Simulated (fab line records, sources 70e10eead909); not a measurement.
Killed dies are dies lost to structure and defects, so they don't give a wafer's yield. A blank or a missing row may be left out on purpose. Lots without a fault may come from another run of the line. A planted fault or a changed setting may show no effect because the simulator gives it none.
fab line records | flow nand_harc
record lots=7 wafers=21 last_day=25
route steps=1159 shown P_STI@86 P_GATE@110 END@1159
lots that met no fault: from a run of the same line without faults
start_h: hours from the record's first day to the start of the lot's first wafer shown | wait_h: hours since the lot's step before | " the same as in the row above | L1.1+2: a row that stands for several wafers | - no value, or no start given | * or withheld: withheld | < > ~ a bound
route shown NAME@n: a module of which the file shows steps, and the number in the route of the first | usual: mean/standard deviation of fault-free wafers | same: alike in all rows | chamber/n: place in a boat | sites: the reading at each site | _std_site: their standard deviation | _edge_site: outer sites' mean less inner sites' | radius_mm: how far each site lies from the wafer's centre | mask NAME#n: copy n | behind: the tool/chamber that last shaped the wafer | hold: why the lot was held/for how many hours/how that ended | device: the transistor (n, p or np) that didn't switch | end of line: the same wafers' tests at the end of the route | a step without rows: its recipe alone | killed: dies lost to structure and defects at the first sort, not the wafer's yield | map: a wafer's dies, x killed, . not, _ none there
set.NAME: the setting as run; set.NAME@STEP: as run at that earlier step | model.NAME: the simulator's own value behind a step, which no gauge read
lots at some steps of the route; a table a step, a row a wafer
services: from which hour (start_h, from the record's first day; less than 0 if before it) a tool's chamber was out of use, for how many hours, and why
## steps
# step NHARC_P_STI_HARDBAKE_13
# recipe temp_c=118 time_s=65
# step NHARC_P_STI_DESCUM_14
# recipe time_s=3 o2_flow_sccm=200 ar_flow_sccm=0 bias_power_w=0 chemistry=O2
# usual drypump_motor_current_A=5.6/0.65 oes_product_au=1.000/0.0093 rf_vpp_V=58.1/0.83 showerhead_plenum_p_Torr=1.99/0.088 throttle_valve_pct=11.311/0.0099
# columns lot.wafer tool chamber start_h wait_h drypump_motor_current_A oes_product_au rf_hours_counter_h rf_vpp_V showerhead_plenum_p_Torr throttle_valve_pct
L975.2 rie_diel-05 3 51.72 - 5.3 0.997 1.4 57.8 2.05 11.309
L975.3 " 0 " " 6.5 0.997 1.4 58.0 2.00 11.337
L975.6 " 2 " " 6.3 0.997 - 58.6 2.07 11.305
L976.4 rie_diel-03 0 51.74 - 6.6 0.990 0.1 58.2 2.03 11.311
L976.3 " 1 " " 4.8 0.994 0.1 58.7 1.99 11.327
L976.2 " 2 " " 5.1 0.999 0.1 58.2 1.86 11.320
L977.2 rie_diel-03 0 59.18 - 6.5 0.988 0.3 59.3 2.03 11.294
L977.3 " 1 " " 4.8 0.997 0.4 59.7 1.99 11.308
L977.5 " 0 " " 6.5 0.997 - 58.7 2.03 11.338
L979.1 rie_diel-03 3 71.05 - 5.2 1.008 1.0 58.2 2.02 11.313
L979.3 " 2 " " 5.1 0.997 1.1 57.5 1.86 11.310
L979.5 " 0 " " 6.5 0.991 - 58.4 2.02 11.309
L980.2 rie_diel-11 1 77.26 - 5.6 1.011 3.1 57.2 1.79 11.322
L980.6 " 3 " " 5.3 0.991 - 57.9 1.81 11.309
L980.5 " 0 " " 5.3 1.003 - 57.1 2.03 11.308
L981.3 rie_diel-11 3 83.28 - 5.3 0.993 3.9 57.7 1.81 11.327
L981.6 " 3 " " 5.3 0.997 - 56.8 1.81 11.309
L981.5 " 0 " " 5.3 1.008 - 57.8 2.03 11.314
L995.1 rie_diel-03 0 168.83 - 6.6 1.016 4.9 59.4 2.02 11.299
L995.3 " 2 " " 5.0 1.000 4.9 58.7 1.86 11.306
L995.6 " 3 " " 5.2 1.017 - 58.2 2.02 11.326
# step NHARC_P_STI_ETCH_42
# recipe target_depth_a=800 overetch_a=240 time_s=61 ion_energy_ev=200 n2_flow_sccm=150 h2_flow_sccm=150 ar_flow_sccm=0 rf_w=400 bias_w=150 chemistry=N2/H2
# usual bias_w=150.0/0.4 drypump_motor_current_A=5.6/0.65 oes_product_au=1.001/0.0092 rf_vpp_V=432.7/2.8 showerhead_plenum_p_Torr=2.12/0.096 throttle_valve_pct=14.171/0.0092
# columns lot.wafer tool chamber start_h wait_h bias_w drypump_motor_current_A oes_product_au rf_hours_counter_h rf_vpp_V showerhead_plenum_p_Torr throttle_valve_pct
L975.2 rie_diel-05 0 51.80 0.1 149.3 6.5 1.010 1.5 433.6 2.14 14.171
L975.3 " 2 " " 149.9 6.3 1.010 1.5 435.1 2.21 14.181
L975.6 " 0 " " 150.0 6.5 1.002 - 433.1 2.14 14.164
L976.2 rie_diel-03 3 51.83 0.1 149.7 5.2 1.010 0.1 432.7 2.16 14.181
L976.3 " 0 " " 150.4 6.5 0.992 0.1 434.0 2.16 14.172
L976.4 " 1 " " 149.6 4.9 0.996 0.1 434.4 2.12 14.169
L977.3 rie_diel-03 1 59.26 0.1 149.7 4.8 1.003 0.4 431.2 2.12 14.183
L977.2 " 2 " " 150.3 5.0 0.984 0.4 430.2 1.98 14.174
L977.5 " 2 " " 150.3 5.0 0.996 - 428.5 1.98 14.169
L979.1 rie_diel-03 1 71.14 0.1 150.1 4.8 0.993 1.3 432.7 2.12 14.165
L979.3 " 0 " " 150.5 6.6 0.991 1.2 433.3 2.16 14.165
L979.5 " 2 " " 149.7 5.1 0.991 - 429.7 1.98 14.175
L980.2 rie_diel-11 3 77.33 0.1 149.8 5.3 0.996 3.2 427.9 1.92 14.181
L980.5 " 3 " " 150.2 5.3 0.998 - 427.5 1.92 14.186
L980.6 " 0 " " 150.0 5.3 1.005 - 434.1 2.17 14.169
L981.3 rie_diel-11 0 83.37 0.1 150.2 5.3 1.014 3.7 435.3 2.17 14.157
L981.5 " 3 " " 150.3 5.3 1.012 - 427.8 1.92 14.184
L981.6 " 0 " " 150.2 5.3 1.012 - 433.8 2.17 14.184
L995.1 rie_diel-03 3 168.90 0.1 149.8 5.2 1.014 4.6 434.8 2.15 14.181
L995.3 " 1 " " 149.6 4.9 0.998 4.7 432.7 2.12 14.172
L995.6 " 3 " " 149.5 5.3 1.008 - 433.8 2.15 14.141
# step NHARC_P_STI_ETCH_31
# recipe target_depth_a=1089 time_s=54.5 cf4_flow_sccm=100 chf3_flow_sccm=30 ar_flow_sccm=0 rf_w=500 bias_w=200 chemistry=CF4/CHF3
# usual bias_w=200.0/0.61 drypump_motor_current_A=5.6/0.66 oes_product_au=0.963/0.018 rf_vpp_V=372.6/2.4 showerhead_plenum_p_Torr=1.64/0.068 throttle_valve_pct=16.801/0.0091
# columns lot.wafer tool chamber start_h wait_h bias_w drypump_motor_current_A oes_product_au rf_hours_counter_h rf_vpp_V showerhead_plenum_p_Torr throttle_valve_pct
L975.2 rie_diel-05 1 - - 200.4 4.8 0.972 1.2 375.1 1.69 16.807
L975.3 " 0 " " 199.5 6.5 0.958 1.5 372.2 1.64 16.792
L975.6 " 2 " " 199.8 6.3 0.956 - 375.4 1.69 16.808
L976.2 rie_diel-03 0 - - 199.7 6.5 0.951 0.2 373.2 1.66 16.818
L976.4 " 1 " " 199.9 4.8 0.958 0.2 372.6 1.63 16.793
L976.3 " 3 " " 198.5 5.2 0.982 0.2 371.6 1.66 16.795
L977.3 rie_diel-03 0 - - 199.7 6.5 0.953 0.4 373.7 1.66 16.793
L977.2 " 3 " " 200.2 5.2 0.976 0.4 371.9 1.66 16.781
L977.5 " 0 " " 199.6 6.5 0.950 - 375.1 1.66 16.808
L979.3 rie_diel-03 1 - - 200.2 4.9 0.976 1.3 373.2 1.63 16.797
L979.1 " 2 " " 199.8 5.0 0.977 1.2 369.6 1.53 16.811
L979.5 " 2 " " 199.8 5.0 0.985 - 368.3 1.53 16.812
L980.2 rie_diel-11 1 - - 200.5 5.6 0.982 3.1 367.1 1.48 16.798
L980.6 " 0 " " 199.6 5.3 0.973 - 373.4 1.66 16.812
L980.5 " 1 " " 200.4 5.6 0.980 - 367.0 1.48 16.801
L981.3 rie_diel-11 1 - - 201.0 5.6 0.976 3.8 368.4 1.48 16.805
L981.6 " 1 " " 201.1 5.6 0.984 - 366.5 1.48 16.805
L981.5 " 2 " " 200.3 6.1 0.976 - 374.4 1.65 16.803
L995.3 rie_diel-03 2 - - 199.2 5.0 0.966 5.0 368.4 1.53 16.815
L995.1 " 3 " " 199.2 5.2 0.983 4.6 371.9 1.66 16.803
L995.6 " 1 " " 200.8 4.8 0.961 - 372.3 1.63 16.809
# step NHARC_P_STI_ETCH_15
# recipe target_depth_a=3000 taper_deg=4 time_s=100.1 hbr_flow_sccm=150 cl2_flow_sccm=50 rf_w=400 icp_w=400 bias_w=100 chemistry=HBr/Cl2
# usual bias_w=100.00/0.29 drypump_motor_current_A=5.7/0.42 oes_product_au=0.999/0.011 throttle_valve_pct=26.407/0.0096
# columns lot.wafer tool chamber start_h wait_h bias_w drypump_motor_current_A oes_product_au rf_hours_counter_h throttle_valve_pct
L975.3 rie_si-01 0 51.99 - 100.32 5.9 1.016 0.7 26.407
L975.2 " 1 " " 100.08 5.1 0.993 0.4 26.409
L975.6 " 0 " " 100.14 5.9 1.007 - 26.401
L976.2 rie_si-02 2 52.02 - 99.96 6.1 0.996 0.0 26.414
L976.4 " 3 " " 100.28 5.7 0.986 0.0 26.418
L976.3 " 1 " " 100.03 6.1 0.993 0.0 26.416
L977.2 rie_si-01 0 59.45 - 99.94 5.9 1.014 0.7 26.424
L977.3 " 1 " " 99.96 5.1 1.004 0.5 26.414
L977.5 " 1 " " 100.51 5.1 0.998 - 26.406
L979.1 rie_si-05 1 71.33 - 100.12 5.5 0.984 0.0 26.411
L979.3 " 3 " " 100.34 6.7 0.991 0.0 26.415
L979.5 " 1 " " 100.42 5.5 0.977 - 26.407
L980.2 rie_si-02 2 77.54 - 100.53 6.1 0.990 0.3 26.399
L980.5 " 1 " " 100.03 6.1 0.999 - 26.395
L980.6 " 2 " " 100.52 6.1 0.995 - 26.388
L981.3 rie_si-05 3 83.60 - 100.11 6.7 1.006 0.1 26.409
L981.6 " 0 " " 99.89 5.6 0.988 - 26.409
L981.5 " 1 " " 99.79 5.5 0.977 - 26.402
L995.1 rie_si-05 3 169.09 - 99.84 6.7 0.998 0.6 26.407
L995.3 " 2 " " 100.06 5.2 1.019 0.7 26.410
L995.6 " 3 " " 100.36 6.7 1.018 - 26.419
# step NHARC_P_STI_CD_MEAS_16
# usual cd_nm=200.8/2.4
# columns lot.wafer tool chamber start_h wait_h cd_nm
L975.2 cd_sem-01 - 52.16 - 193.8
L975.3 " - " " 193.0
L975.6 " - " " 193.7
L976.2 cd_sem-03 - 52.18 - 202.3
L976.3 " - " " 200.6
L976.4 " - " " 205.8
L977.2 cd_sem-01 - 59.61 - 198.8
L977.3 " - " " 200.5
L977.5 " - " " 196.8
L979.1 cd_sem-01 - 71.49 - 201.5
L979.3 " - " " 202.9
L979.5 " - " " 203.9
L980.2 cd_sem-01 - 77.68 - 197.1
L980.5 " - " " 198.1
L980.6 " - " " 198.6
L981.3 cd_sem-03 - 83.73 - 203.3
L981.5 " - " " 201.7
L981.6 " - " " 201.2
L995.1 cd_sem-02 - 169.25 - 202.2
L995.3 " - " " 204.2
L995.6 " - " " 202.2
# step NHARC_P_STI_OCD_MEAS_17
# usual trench_depth_nm=300/5 trench_foot_cd_nm=158.7/2.5
# columns lot.wafer tool chamber start_h wait_h trench_depth_nm trench_foot_cd_nm
L975.2 ocd-01 - 52.25 0.1 299 152.5
L975.3 " - " " 306 150.3
L975.6 " - " " 307 150.1
L976.2 ocd-02 - 52.27 0.1 300 160.4
L976.3 " - " " 298 159.7
L976.4 " - " " 293 164.4
L977.2 ocd-02 - 59.70 0.1 306 156.4
L977.3 " - " " 301 159.5
L977.5 " - " " 300 155.1
L979.1 ocd-01 - 71.58 0.1 290 160.6
L979.3 " - " " 302 159.4
L979.5 " - " " 291 162.7
L980.2 ocd-02 - 77.77 0.1 297 156.4
L980.5 " - " " 297 156.7
L980.6 " - " " 297 157.5
L981.3 ocd-01 - 83.82 0.1 304 160.4
L981.5 " - " " 292 160.4
L981.6 " - " " 297 160.3
L995.1 ocd-01 - 169.35 0.1 303 160.3
L995.3 " - " " 308 160.1
L995.6 " - " " 305 158.8
# step NHARC_P_STI_STRIP_19
# recipe time_s=900 temp_c=130 chemistry=SPM
# step NHARC_P_STI_PRECLEAN_32
# recipe time_s=* temp_c=50 bath_age_min=0 chemistry=SC1
# step NHARC_P_STI_SRD_23
# step NHARC_P_STI_OCD_MEAS_43
# usual trench_depth_nm=300/5 trench_foot_cd_nm=158.7/2.5
# columns lot.wafer tool chamber start_h wait_h trench_depth_nm trench_foot_cd_nm
L975.2 ocd-01 - 52.75 - 299 153.4
L975.3 " - " " 306 150.4
L975.6 " - " " 307 149.3
L976.2 ocd-02 - 52.77 - 301 159.7
L976.3 " - " " 297 159.6
L976.4 " - " " 293 164.1
L977.2 ocd-01 - 60.22 - 305 156.7
L977.3 " - " " 301 159.8
L977.5 " - " " 300 155.1
L979.1 ocd-02 - 72.08 - 290 160.1
L979.3 " - " " 303 159.3
L979.5 " - " " 291 163.0
L980.2 ocd-01 - 78.28 - 297 156.6
L980.5 " - " " 297 156.9
L980.6 " - " " 297 157.1
L981.3 ocd-01 - 84.41 - 303 160.6
L981.5 " - " " 291 161.0
L981.6 " - " " 297 160.6
L995.1 ocd-02 - 169.87 - 303 160.3
L995.3 " - " " 309 159.9
L995.6 " - " " 305 158.5
# step NHARC_P_STI_OXIDE_33
# recipe target_thk_a=100 temp_c=1000 ox_time_s=281 material=SiO2
# step NHARC_P_STI_HDPCVD_20
# recipe target_thk_a=withheld sigma_open_frac=withheld material=SiO2
# columns lot.wafer tool chamber start_h wait_h
L975.2+3+6 hdpcvd-01 1 63.54 0.5
L976.2+4+3 hdpcvd-01 0,1,0 64.04 1.0
L977.2+3+5 hdpcvd-01 0,1,1 68.72 0.4
L979.1+3+5 hdpcvd-01 0,0,1 80.59 0.5
L980.2+6+5 hdpcvd-01 0,1,0 86.70 0.5
L981.3+6+5 hdpcvd-01 0,1,0 93.10 0.6
L995.1+3+6 hdpcvd-01 0,0,1 178.62 0.4
# step NHARC_P_STI_ANNEAL_34
# recipe temp_c=1000 time_s=1800
# step NHARC_P_STI_CMP_21
# recipe t_overpolish_s=20 target_thk_nm=380.67
# usual motor_current_A=13.0/1.3 overpolish_run_s=20.000/0.0095
# columns lot.wafer tool chamber start_h wait_h motor_current_A overpolish_run_s
L975.3 cmp-04 0 72.55 0.4 12.5 19.988
L975.2 " 3 " " 13.6 19.991
L975.6 " 1 " " 15.1 20.004
L976.3 cmp-03 2 72.55 0.4 14.4 20.011
L976.2 " 0 " " 12.9 20.023
L976.4 " 1 " " 12.1 20.002
L977.2 cmp-04 0 77.84 0.4 12.6 20.010
L977.3 " 1 " " 14.8 19.996
L977.5 " 3 " " 13.1 20.017
L979.3 cmp-03 0 91.14 0.4 13.2 19.996
L979.1 " 3 " " 13.1 19.994
L979.5 " 0 " " 12.8 19.998
L980.2 cmp-03 1 97.41 0.4 13.0 19.996
L980.6 " 2 " " 14.0 20.005
L980.5 " 3 " " 13.0 20.001
L981.3 cmp-03 3 104.40 0.4 12.1 19.991
L981.5 " 2 " " 14.6 20.005
L981.6 " 3 " " 12.3 19.998
L995.3 cmp-01 0 187.81 0.4 9.4 19.994
L995.1 " 1 " " 10.7 19.987
L995.6 " 3 " " 12.8 19.998
# step NHARC_P_STI_SRD_35
# step NHARC_P_STI_ETCH_36
# recipe target_depth_a=388 chemistry=dHF material=SiO2
# step NHARC_P_STI_STRIP_24
# recipe temp_c=160 chemistry=H3PO4 material=Si3N4
# step NHARC_P_STI_ETCH_37
# recipe target_depth_a=110 chemistry=dHF material=SiO2
# step NHARC_P_STI_PRECLEAN_38
# recipe time_s=* temp_c=50 bath_age_min=0 chemistry=SC1
# step NHARC_P_STI_SRD_39
# step NHARC_P_STI_OXIDE_40
# recipe target_thk_a=100 temp_c=900 ox_time_s=1362 material=SiO2
# step NHARC_P_GATE_ETCH_69
# recipe target_depth_a=140 chemistry=dHF material=SiO2
# step NHARC_P_GATE_PRECLEAN_70
# recipe time_s=* temp_c=50 bath_age_min=0 chemistry=SC1
# step NHARC_P_GATE_SRD_01
# step NHARC_P_GATE_OXIDE_02
# recipe target_thk_a=375 temp_c=950 p_h2o_torr=720 ox_time_s=365 material=SiO2
# step NHARC_P_GATE_DEHYDRATE_03
# recipe temp_c=150 time_s=120
# step NHARC_P_GATE_HMDS_04
# recipe time_s=30
# step NHARC_P_GATE_COAT_05
# recipe spin_rpm=4690
# step NHARC_P_GATE_SOFTBAKE_06
# recipe temp_c=122 time_s=95
# step NHARC_P_GATE_EBR_07
# step NHARC_P_GATE_EXPOSE_08
# recipe na=0.6 dose_mj=16.75 mask_id=P_HV
# step NHARC_P_GATE_PEB_09
# recipe peb_temp_c=118 peb_time_s=85
# step NHARC_P_GATE_DEVELOP_10
# recipe time_s=70
# step NHARC_P_GATE_CD_MEAS_11
# recipe target_cd_nm=1640 landing_energy_ev=500
# usual cd_nm=1639.6/2.4
# same landing_energy_ev=500
# columns lot.wafer tool chamber start_h wait_h cd_nm
L975.2 cd_sem-02 0 89.44 - 1637.7
L975.3 " 0 " " 1638.9
L975.6 " 0 " " 1638.9
L976.2 cd_sem-03 0 89.60 - 1642.8
L976.3 " 0 " " 1644.2
L976.4 " 0 " " 1643.1
L977.2 cd_sem-03 0 97.26 - 1639.1
L977.3 " 0 " " 1638.6
L977.5 " 0 " " 1637.6
L979.1 cd_sem-02 0 109.59 - 1639.6
L979.3 " 0 " " 1638.6
L979.5 " 0 " " 1640.5
L980.2 cd_sem-03 0 116.02 - 1639.2
L980.5 " 0 " " 1638.1
L980.6 " 0 " " 1639.3
L981.3 cd_sem-01 0 123.51 - 1643.5
L981.5 " 0 " " 1641.5
L981.6 " 0 " " 1643.4
L995.1 cd_sem-02 0 208.20 - 1637.3
L995.3 " 0 " " 1638.1
L995.6 " 0 " " 1637.3
# step NHARC_P_GATE_HARDBAKE_12
# recipe temp_c=125 time_s=80
# step NHARC_P_GATE_DESCUM_13
# recipe time_s=3 o2_flow_sccm=200 ar_flow_sccm=0 bias_power_w=0 chemistry=O2
# step NHARC_P_GATE_ETCH_14
# recipe target_depth_a=488 chemistry=dHF material=SiO2
# step NHARC_P_GATE_STRIP_15
# recipe time_s=780 temp_c=130 chemistry=SPM
# step NHARC_P_GATE_PRECLEAN_71
# recipe time_s=* temp_c=50 bath_age_min=0 chemistry=SC1
# step NHARC_END_SORT_01
# recipe temp_c=25
# usual killed_at_array=26/11 killed_at_other=0.4/0.78 killed_at_periphery=3.4/2.4 killed_dies=29/11 killed_open=3.1/1.9 killed_short=1.9/1.4
# same gross_dies=677
# columns lot.wafer tool chamber start_h wait_h killed_at_array killed_at_other killed_at_periphery killed_dies killed_open killed_short
L975.2 prober-01 0 521.84 2.8 37 1 2 40 2 1
L975.3 prober-01 0 522.63 3.1 31 0 5 36 11 3
L975.6 prober-01 0 525.01 4.0 24 0 1 25 3 0
L980.2 prober-02 0 537.51 2.8 22 0 83 105 2 1
L980.5 prober-02 0 539.94 3.8 31 0 88 119 3 2
L979.1 prober-02 0 544.60 2.5 20 0 83 103 1 1
L979.3 prober-02 0 546.21 3.1 12 0 86 98 2 3
L979.5 prober-02 0 547.82 3.7 15 0 2 17 2 1
L977.2 prober-01 0 545.22 2.8 16 0 3 19 2 0
L977.3 prober-01 0 546.02 3.1 17 0 6 23 4 0
L977.5 prober-01 0 547.62 3.7 9 0 2 11 0 0
L981.3 prober-02 0 554.00 3.1 38 0 85 123 6 1
L981.5 prober-02 0 555.57 3.7 37 0 88 125 3 2
L981.6 prober-02 0 556.36 3.9 41 1 2 44 4 4
# killed by level:class
L975.2 A_CHANNEL_HOLE_D1:chamber_film_flake=16 A_SLIT:chamber_film_flake=11 A_STAIRCASE:chamber_film_flake=4 A_BONDPAD:chamber_film_flake=3 P_CONTACT:geometric_particle:open=1 A_WL_FILL:geometric_particle:short=1 A_CONTACT:geometric_particle:open=1 P_GATE:chamber_film_flake=1
L975.3 A_SLIT:chamber_film_flake=10 A_CHANNEL_HOLE_D1:chamber_film_flake=5 A_CONTACT:geometric_particle:open=4 A_CONTACT:chamber_film_flake=3 A_STAIRCASE:chamber_film_flake=3 P_M2:geometric_particle:open=2 A_CHANNEL_HOLE_D1:geometric_particle:open=2 P_CONTACT:geometric_particle:short=1
L975.6 A_CHANNEL_HOLE_D1:chamber_film_flake=11 A_CONTACT:chamber_film_flake=4 A_STAIRCASE:chamber_film_flake=3 A_SLIT:chamber_film_flake=3 P_M2:geometric_particle:open=1 A_SOURCE_PLATE:geometric_particle:open=1 A_CHANNEL_HOLE_D1:geometric_particle:open=1 A_BONDPAD:chamber_film_flake=1
L980.2 P_STI:unspecified=80 A_SLIT:chamber_film_flake=12 A_CHANNEL_HOLE_D1:chamber_film_flake=7 A_STAIRCASE:chamber_film_flake=3 P_STI:geometric_particle:short=1 P_GATE:geometric_particle:open=1 P_CONTACT:geometric_particle:open=1
L980.5 P_STI:unspecified=87 A_CHANNEL_HOLE_D1:chamber_film_flake=12 A_SLIT:chamber_film_flake=9 A_WL_FILL:chamber_film_flake=3 A_CONTACT:geometric_particle:open=2 A_WL_FILL:geometric_particle:short=2 A_STAIRCASE:chamber_film_flake=2 A_SGD_CUT:geometric_particle:open=1
L979.1 P_STI:unspecified=81 A_STAIRCASE:chamber_film_flake=7 A_CONTACT:chamber_film_flake=6 A_CHANNEL_HOLE_D1:chamber_film_flake=5 P_STI:chamber_film_flake=2 A_SGD_CUT:geometric_particle:short=1 A_CONTACT:geometric_particle:open=1
L977.2 A_CHANNEL_HOLE_D1:chamber_film_flake=7 A_CONTACT:chamber_film_flake=4 P_CONTACT:chamber_film_flake=2 A_STAIRCASE:geometric_particle:open=1 A_CONTACT:geometric_particle:open=1 P_ZERO_WELL:chamber_film_flake=1 A_STAIRCASE:chamber_film_flake=1 A_SLIT:chamber_film_flake=1
L977.3 A_CHANNEL_HOLE_D1:chamber_film_flake=8 A_CONTACT:chamber_film_flake=3 P_CONTACT:chamber_film_flake=2 A_STAIRCASE:chamber_film_flake=2 P_GATE:geometric_particle:open=1 P_M0:geometric_particle:open=1 A_WL_FILL:geometric_particle:open=1 A_CONTACT:geometric_particle:open=1
L979.3 P_STI:unspecified=84 A_STAIRCASE:chamber_film_flake=4 A_CONTACT:chamber_film_flake=3 P_GATE:geometric_particle:open=1 A_CHANNEL_FILL_D1:geometric_particle:short=1 A_SGD_CUT:geometric_particle:short=1 A_CONTACT:geometric_particle:open=1 A_CONTACT:geometric_particle:short=1
L977.5 A_CHANNEL_HOLE_D1:chamber_film_flake=3 A_STAIRCASE:chamber_film_flake=3 P_GATE:chamber_film_flake=1 P_CONTACT:chamber_film_flake=1 A_SLIT:chamber_film_flake=1 A_WL_FILL:chamber_film_flake=1 A_CONTACT:chamber_film_flake=1
L979.5 A_STAIRCASE:chamber_film_flake=7 A_CHANNEL_HOLE_D1:chamber_film_flake=3 P_GATE:geometric_particle:open=1 A_ONON_D1:geometric_particle:short=1 A_CONTACT:geometric_particle:open=1 P_STI:chamber_film_flake=1 A_ZERO_WELL:chamber_film_flake=1 A_SLIT:chamber_film_flake=1
L981.3 P_STI:unspecified=83 A_CHANNEL_HOLE_D1:chamber_film_flake=18 A_SLIT:chamber_film_flake=6 A_STAIRCASE:chamber_film_flake=4 A_CONTACT:geometric_particle:open=2 A_WL_FILL:chamber_film_flake=2 A_CONTACT:chamber_film_flake=2 P_M0:geometric_particle:open=1
L981.5 P_STI:unspecified=86 A_CHANNEL_HOLE_D1:chamber_film_flake=18 A_SLIT:chamber_film_flake=12 A_CONTACT:chamber_film_flake=2 P_GATE:geometric_particle:open=1 P_M1:geometric_particle:open=1 A_WL_FILL:geometric_particle:short=1 A_M0:geometric_particle:open=1
L981.6 A_CHANNEL_HOLE_D1:chamber_film_flake=18 A_SLIT:chamber_film_flake=8 A_STAIRCASE:chamber_film_flake=4 A_CHANNEL_FILL_D1:geometric_particle:open=2 A_WL_FILL:geometric_particle:short=2 A_CONTACT:chamber_film_flake=2 A_CHANNEL_FILL_D1:geometric_particle:short=1 A_SGD_CUT:geometric_particle:short=1
# map L979.1 (x killed, . not)
____________x____________
_________xxxxxxx_________
_______.xxxxxxxxxx_______
______...xxxxxxxx..______
_____..xxxxxxxxxx.x._____
____....xxxxxxxxx....____
____....xxxxxxxxx....____
___.....xxxxxxxxx....x___
___......xxxxxxxx.....___
__.........xxxx.x......__
__.......x.xxxx........__
_........x.............._
_......................._
_........x.............._
_......................._
_......................._
...x....................x
...............x........x
.........................
..........x.............x
.x..............x........
_......................x_
_.............xx........_
_...................x..._
_..............x.......x_
_................x......_
__............xx.......__
__.....................__
___...........x.......___
___...................___
____.................____
____.................____
_____..............._____
______.............______
_______..........._______
_________......._________
____________.____________
# map L980.5 (x killed, . not)
____________x____________
_________xxxxxxx_________
_______..xxxxxxxxx_______
______.xxxxxxxxxxx.______
_____....xxxxxxxx..._____
____....xxxxxxxxx....____
____.....xxxxxxx.x...____
___....x.xxxxxxxx.....___
___.....xxxxxxxxx...x.___
__......xx.xxxxx.x.....__
__..x.xx..x.xxx........__
_........xxxx.x.x......._
_....xxx.x.....x........_
_.......xx.............._
_.......x..............._
_......xx..............._
..........x..............
......x..................
........x................
.........................
..................xx.....
_......................._
_................xx....._
_..................xx..._
_..................x...._
_................x...x.._
__...............x.....__
__.....................__
___...........x.......___
___...................___
____.................____
____.................____
_____..............._____
______.............______
_______....x......_______
_________..x...._________
____________.____________
## services
# columns tool chamber start_h hours kind
rie_si-02 - 34.00 9.0 pm
rie_diel-03 - 38.30 9.0 pm
rie_si-05 3 39.58 2.1 repair
cmp-04 - 43.77 2.2 repair
rie_si-01 1 56.91 1.8 repair
cmp-03 - 58.00 4.0 pm
rie_diel-11 - 58.57 0.7 repair
rie_diel-05 3 60.73 4.4 repair
rie_si-05 - 62.00 9.0 pm
cmp-03 - 76.91 4.0 repair
cmp-03 - 83.19 3.3 repair
hdpcvd-01 - 111.00 13.0 pm
rie_si-05 3 122.06 14.8 repair
rie_si-05 2 123.56 12.4 repair
rie_diel-05 0 135.60 6.1 repair
rie_diel-03 1 137.31 9.3 repair
cmp-03 - 137.70 0.5 repair
rie_diel-03 3 142.81 4.2 repair
cmp-03 - 156.00 4.0 pm
rie_diel-05 - 163.60 9.0 pm
cmp-03 - 164.23 0.9 repair
rie_diel-11 3 173.10 4.8 repair
rie_diel-05 - 184.13 0.2 repair
cmp-03 - 186.54 4.2 repair
## key
first_sign step=NHARC_END_SORT_01 reading=killed_at_periphery direction=up sigmas=34 usual=3.4 struck=85.5
effect step=NHARC_END_SORT_01 reading=killed_dies direction=up sigmas=7.6 usual=29 struck=112
more_kills_born_at NHARC_P_STI_HDPCVD_20@hdpcvd-01=501
met_at NHARC_P_STI_HDPCVD_20
struck_wafers L979.1,L979.3,L980.2,L980.5,L981.3,L981.5
tester_left_out L979,L980,L981
onset_between 68.72 80.59
fault kind=chamber_particle_source tool=hdpcvd-01 chamber=0 onset_h=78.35 steps=NHARC_P_STI_HDPCVD_20 rate_per_visit_cm2=2.2076 end_h=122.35
# tester_left_out: of these lots the tester's yield and bins aren't shown, on N5 and GAA mostly nor the transistor test; their killed dies are dies lost to structure and defects alone, not to doping, threshold or leakage, so they don't give the yield
